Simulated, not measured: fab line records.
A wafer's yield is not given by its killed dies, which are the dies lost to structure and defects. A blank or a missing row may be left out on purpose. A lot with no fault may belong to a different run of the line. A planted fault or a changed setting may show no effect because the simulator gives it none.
Chamber matching | flow n5Finfet | N5_BEOL_M4_ETCH_69 on rieDiel-06: 4 sister chambers
The step etches SiARC in CF4, target depth 15.6 nm, time 26 s. 8 wafers are shown with their chamber, then 10 later ones without.

## EACH WAFER AND ITS CHAMBER
wafer  | chamber | drypumpMotorCurrentA (A) | showerheadPlenumPTorr (Torr)
L087.3 | 2       | 5.6                      | 2.15
L088.4 | 3       | 4.9                      | 2.10
L088.6 | 2       | 5.5                      | 2.14
L093.1 | 0       | 5.7                      | 2.10
L093.4 | 1       | 5.8                      | 2.05
L093.5 | 0       | 5.7                      | 2.10
L096.2 | 1       | 5.8                      | 2.05
L096.4 | 3       | 4.9                      | 2.09

## WAFERS MISSING THEIR CHAMBER
wafer  | drypumpMotorCurrentA (A) | showerheadPlenumPTorr (Torr)
L096.6 | 5.7                      | 2.09
L094.1 | 5.7                      | 2.09
L094.2 | 5.5                      | 2.14
L094.4 | 4.9                      | 2.09
L090.2 | 4.9                      | 2.09
L090.4 | 5.7                      | 2.09
L090.6 | 5.5                      | 2.14
L095.3 | 5.5                      | 2.14
L095.4 | 5.8                      | 2.04
L095.6 | 5.8                      | 2.04

## THE CHAMBER EACH PASSED THROUGH
wafer  | from the rows above | in truth
L096.6 | 0                   | 0
L094.1 | 0                   | 0
L094.2 | 2                   | 2
L094.4 | 3                   | 3
L090.2 | 3                   | 3
L090.4 | 0                   | 0
L090.6 | 2                   | 2
L095.3 | 2                   | 2
L095.4 | 1                   | 1
L095.6 | 1                   | 1
10 of 10 placed correctly. Left unplaced by these rows: 0. Number placed wrongly: 0.
How it was worked out, from the rows above alone: a wafer's distance from a chamber is the root of the sum, over the readings, of the square of ((its reading less the chamber's mean) divided by the reading's scatter). If the next closest chamber is less than 2 further off than the closest, the wafer can't be placed; otherwise it belongs to the closest. A chamber's mean is the mean of its shown wafers. The scatter is the square root of a quotient: the sum, over the shown wafers, of each reading's squared deviation from its chamber's mean, divided by wafers minus chambers.
